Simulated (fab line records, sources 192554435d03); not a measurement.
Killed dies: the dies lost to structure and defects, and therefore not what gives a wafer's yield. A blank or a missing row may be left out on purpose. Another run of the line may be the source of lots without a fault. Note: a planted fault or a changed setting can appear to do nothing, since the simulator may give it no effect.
Split-lot experiment	flow n5 finfet	21 wafers read from 7 lots, route of 1938 steps

THE SPLIT ITSELF
At N5_BEOL_M5_COAT_05 (resist thk 30 nm), the setting spin rpm was moved away from the recipe's 1500 rpm on 9 of the 21 wafers read, by -10.9% to +5.2%. For the rest of the wafers, this setting stayed at what the recipe calls for.

FROM THE SPLIT TO THE READING: what the file shows between them, 5 steps
- N5_BEOL_M5_EBR_07
- N5_BEOL_M5_SOFTBAKE_06: time 60 s
- N5_BEOL_M5_EXPOSE_08: exposes mask M5, target cd 28 nm
- N5_BEOL_M5_PEB_09: peb time 60 s
- N5_BEOL_M5_DEVELOP_10: develop time 30 s

THE READING
CAR-EUV_of_BEOL_M5_COAT_05.thk nm (the simulator's own value, which no gauge read), in nm, at N5_BEOL_M5_DESCUM_16 (chemistry O2, time 7 s). No usual value for it is given in the file. The 12 wafers here that ran the recipe average 26.1 nm, standard deviation 0.094 nm.

wafer	tool, chamber at the split	spin rpm as run, rpm	against the recipe	CAR-EUV_of_BEOL_M5_COAT_05.thk nm, nm	against lot-mates on the recipe
L074.1	litho track-05, 0	1500	recipe	26.2	-
L074.2	litho track-05, 0	1500	recipe	26	-
L074.5	litho track-05, 0	1500	recipe	26	-
L082.2	litho track-05, 0	1500	recipe	26.2	-
L082.5	litho track-05, 0	1500	recipe	26.2	-
L082.6	litho track-05, 0	1500	recipe	26.2	-
L084.4	litho track-01, 0	1554	+3.6%	25.6	-0.4
L084.6	litho track-01, 0	1554	+3.6%	25.6	-0.4
L084.5	litho track-01, 0	1500	recipe	26	-
L086.1	litho track-01, 0	1337	-10.9%	27.8	+1.8
L086.4	litho track-01, 0	1337	-10.9%	27.8	+1.8
L086.5	litho track-01, 0	1500	recipe	26	-
L091.1	litho track-01, 0	1500	recipe	26	-
L091.4	litho track-01, 0	1500	recipe	26	-
L091.5	litho track-01, 0	1578	+5.2%	25.4	-0.6
L092.3	litho track-01, 0	1500	recipe	26	-
L092.5	litho track-01, 0	1435	-4.3%	26.8	+0.8
L092.6	litho track-01, 0	1435	-4.3%	26.8	+0.8
L093.3	litho track-01, 0	1402	-6.5%	27	+1.0
L093.6	litho track-01, 0	1402	-6.5%	27	+1.0
L093.4	litho track-01, 0	1500	recipe	26	-

THE FIT
A straight line over all 21 wafers: CAR-EUV_of_BEOL_M5_COAT_05.thk nm changes by -0.151 nm for each +1% of spin rpm; r = -0.99; the points scatter about the line by 0.09 nm.
The same after taking each lot's own level away (the mean of its wafers on the recipe; 21 wafers): -0.154 nm for each +1%; r = -0.99; scatter 0.084 nm.
On that fit, the largest move of spin rpm shifts the reading by 1.7 nm.
Measured against the standard deviation above, the lots' own levels, which go from 26.00 to 26.20 nm, span 2.1 times it.
Hence the lot-to-lot level has little effect on the slope; both slopes agree.
Check: for one of the wafers moved furthest among these (-10.9%), held out of the fit, the line's prediction against its lot-mates is +1.7 nm. Against them it came out at +1.8 nm.

FURTHER SPLITS ON THESE WAFERS
These wafers also went through other splits before the reading. Each is held against what the fit with the lots' levels taken away leaves over:
other split on the same wafers	wafers away from the commonest value	r with CAR-EUV_of_BEOL_M5_COAT_05.thk nm (lot level and that fit taken away)
N5_BEOL_M4_ETCH_64 bias w	9	+0.32
N5_BEOL_M4_COAT_22 spin rpm	4	-0.03

THE WHOLE CHAIN: every reading that the file lists as answering this split, in the file's order
step	what it does	reading	change (the file's fit)	r (the file's)
N5_BEOL_M5_COAT_05	resist thk 30 nm	CAR-EUV_of_BEOL_M5_COAT_05.thk nm (the simulator's own value, which no gauge read)	-0.167 nm for each +1% of the setting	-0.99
N5_BEOL_M5_DEVELOP_10	develop time 30 s	CAR-EUV_of_BEOL_M5_COAT_05.thk nm (the simulator's own value, which no gauge read)	-0.162 nm for each +1% of the setting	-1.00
N5_BEOL_M5_DESCUM_16	chemistry O2, time 7 s	CAR-EUV_of_BEOL_M5_COAT_05.thk nm (the simulator's own value, which no gauge read)	-0.155 nm for each +1% of the setting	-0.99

FILE'S OWN FIT
CAR-EUV_of_BEOL_M5_COAT_05.thk nm changes by -0.155 nm for each +1% of spin rpm, r = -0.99.
